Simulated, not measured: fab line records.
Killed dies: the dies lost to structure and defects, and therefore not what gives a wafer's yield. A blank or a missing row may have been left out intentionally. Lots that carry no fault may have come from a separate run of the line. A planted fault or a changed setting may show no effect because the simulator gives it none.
Problem report, 8D (eight disciplines) form, completed by code / flow n5_finfet / the parts of the form that need people (team, actions taken, sign-off) are left out

== 1. WHAT IS WRONG ==
Mean M1_ILD_THK at N5_BEOL_M1_THK_MEAS_01: 87.9 nm over 3 wafers in 3 lots; fault-free wafers: 79.1 nm, standard deviation 1. That is +8.8 standard deviations from the usual mean.
First seen on wafer L849.1, day 9 07:32, on film_metro-01. Wafers with a number at this step in the record: 27, from 10 lots. Rule for "out", or "out of limits": more than 4 standard deviations from the usual mean. All remaining wafers that have a number are taken as sound.

== 2. WHAT IT IS; WHAT IT IS NOT ==
question=which readings at this step | is=M1_ILD_THK | is not=-
question=which lots | is=L849, L850, L851 | is not=L839, L841, L842, L848, L854, L857, L858
question=which wafers of those lots | is=L849.1, L850.1, L851.1 | is not=L849.2, L849.5, L850.6, L851.6
question=read on which gauges | is=film_metro-01, film_metro-02 | is not=-
question=when | is=from day 9 07:32 | is not=up to then (11 sound wafers); but 13 sound wafers of L848, L850, L851, L854, L857, L858 came after

== 3. WHAT RULES OUT EACH SUSPECT ==
Counting: a tool at a process step up to the reading stays a suspect if it ran every lot that is out. Sound lots after the first of them don't rule it out here, since some wafers of a struck lot are sound.
- ruled out: the gauge at N5_BEOL_M1_THK_MEAS_01. Those wafers that are out were read across 2 gauges (film_metro-01, film_metro-02).
- rtp_anneal-02 at N5_BEOL_M0_ANNEAL_119 (time 90 s): kept. It ran every lot that is out, first L849 (day 9 06:28); its last sound lot up to then is L841 (day 7 05:13).
- pecvd-02 at N5_BEOL_M1_ILD_DEP_00 (deposits SiOC from DEMS/O2, target thk 79 nm, time 15.3 s): kept. It ran every lot that is out, first L849 (day 9 07:26); its last sound lot up to then is L842 (day 7 11:28).
- Within pecvd-02 at N5_BEOL_M1_ILD_DEP_00: the wafers that are out ran in chamber 2; their sound lot-mates ran in chambers 0, 1.
Remaining after the count are rtp_anneal-02 at N5_BEOL_M0_ANNEAL_119 and pecvd-02 at N5_BEOL_M1_ILD_DEP_00.

== 4. THE CAUSE (what the simulator had put in) ==
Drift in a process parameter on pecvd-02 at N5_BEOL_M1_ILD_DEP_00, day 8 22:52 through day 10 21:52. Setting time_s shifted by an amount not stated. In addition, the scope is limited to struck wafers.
Of the 2 suspects that counting leaves, this tool is one.

== 5. SEQUENCE OF EFFECTS, ordered by route ==
Each row: a reading whose mean over the struck wafers that have a number lies more than 3 standard deviations from the usual. Scope: only readings with a usual standard deviation given in the record; hours: median across lots of the time from each lot's start at the first step in this table that gives one to its start at this step; sigmas: change in usual standard deviations.
hours=0; step=N5_BEOL_M1_THK_MEAS_01; reading=M1_ILD_THK; usual=79.1 nm; on struck wafers=87.9; change=+8.8; sigmas=+8.8
At these later measuring or inspecting steps, every struck wafer for which the step has a row has a number for every such reading, and none has moved that far: N5_BEOL_M4_RC_MEAS_101.

== 6. HOW IT WOULD HAVE BEEN CAUGHT EARLIER ==
The first out-of-limits reading at a measuring or inspecting step in this record came at day 9 07:32, 9 hours after the fault's start at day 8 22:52.
An alarm limit of 4 standard deviations would not have fired on the tool readings at N5_BEOL_M1_ILD_DEP_00 for which the record gives a usual standard deviation, since none of them was out on any struck wafer.
Of the lots that are out (3), L850, L851 began N5_BEOL_M1_ILD_DEP_00 on pecvd-02 after day 9 07:32. A hold on the tool at that time would have spared those 2.
